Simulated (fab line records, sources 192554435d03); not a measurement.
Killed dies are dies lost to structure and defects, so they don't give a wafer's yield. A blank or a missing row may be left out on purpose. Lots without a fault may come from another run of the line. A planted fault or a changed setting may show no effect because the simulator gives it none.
Chamber matching | flow n5_finfet | N5_SD_EPI_N_ETCH_16 on rie_diel-06: 4 sister chambers
The step etches SiO2 in CHF3/O2, target depth 5 nm. 16 wafers are shown with their chamber, then 8 later ones without.

WAFERS WITH THEIR CHAMBER
wafer  | chamber | showerhead_plenum_p_Torr (Torr) | drypump_motor_current_A (A) | oes_product_au (a.u.)
L074.2 | 3       | 2.30                            | 6.6                         | 0.72
L074.3 | 1       | 2.56                            | 6.5                         | 0.94
L074.4 | 2       | 2.33                            | 5.6                         | 0.80
L077.2 | 2       | 2.33                            | 5.7                         | 0.81
L077.3 | 1       | 2.56                            | 6.4                         | 0.92
L077.4 | 2       | 2.33                            | 5.6                         | 0.80
L081.3 | 2       | 2.33                            | 5.6                         | 0.80
L081.5 | 2       | 2.33                            | 5.7                         | 0.80
L081.6 | 1       | 2.55                            | 6.4                         | 0.91
L090.2 | 3       | 2.28                            | 6.6                         | 0.68
L090.3 | 1       | 2.54                            | 6.4                         | 0.87
L090.6 | 0       | 2.41                            | 5.9                         | 0.74
L091.1 | 1       | 2.54                            | 6.5                         | 0.87
L091.2 | 2       | 2.32                            | 5.6                         | 0.77
L091.3 | 0       | 2.41                            | 5.9                         | 0.74
L092.2 | 3       | 2.28                            | 6.6                         | 0.68

SIGNATURES (means of the wafers above)
reading                  | chamber 0 | chamber 1 | chamber 2 | chamber 3 | scatter within a chamber
showerhead_plenum_p_Torr | 2.4100    | 2.5500    | 2.3283    | 2.2867    | 0.00791
drypump_motor_current_A  | 5.900     | 6.440     | 5.633     | 6.600     | 0.0459
oes_product_au           | 0.7400    | 0.9020    | 0.7967    | 0.6933    | 0.0221
Rule: a wafer's distance from a chamber is the root of the sum, over the readings, of the square of ((its reading less the chamber's mean) divided by the reading's scatter). The wafer belongs to the nearest chamber; if the next one is less than 2 further off, it can't be placed. The scatter: the root of (the sum of the squares of (reading less its chamber's mean) over the shown wafers, divided by (wafers less chambers)).

WAFERS WITHOUT THEIR CHAMBER
wafer  | showerhead_plenum_p_Torr (Torr) | drypump_motor_current_A (A) | oes_product_au (a.u.)
L092.4 | 2.41                            | 5.9                         | 0.73
L092.5 | 2.32                            | 5.6                         | 0.76
L093.1 | 2.41                            | 5.9                         | 0.73
L093.5 | 2.41                            | 5.9                         | 0.73
L093.6 | 2.28                            | 6.6                         | 0.69
L094.1 | 2.31                            | 5.6                         | 0.76
L094.3 | 2.28                            | 6.6                         | 0.68
L094.4 | 2.54                            | 6.5                         | 0.86

WHICH CHAMBER EACH WENT THROUGH
wafer  | from the rows above | in truth
L092.4 | 0                   | 0
L092.5 | 2                   | 2
L093.1 | 0                   | 0
L093.5 | 0                   | 0
L093.6 | 3                   | 3
L094.1 | 2                   | 2
L094.3 | 3                   | 3
L094.4 | 1                   | 1
Placed correctly: 8 of 8. Can't be placed from these rows: 0. Placed wrongly: 0.
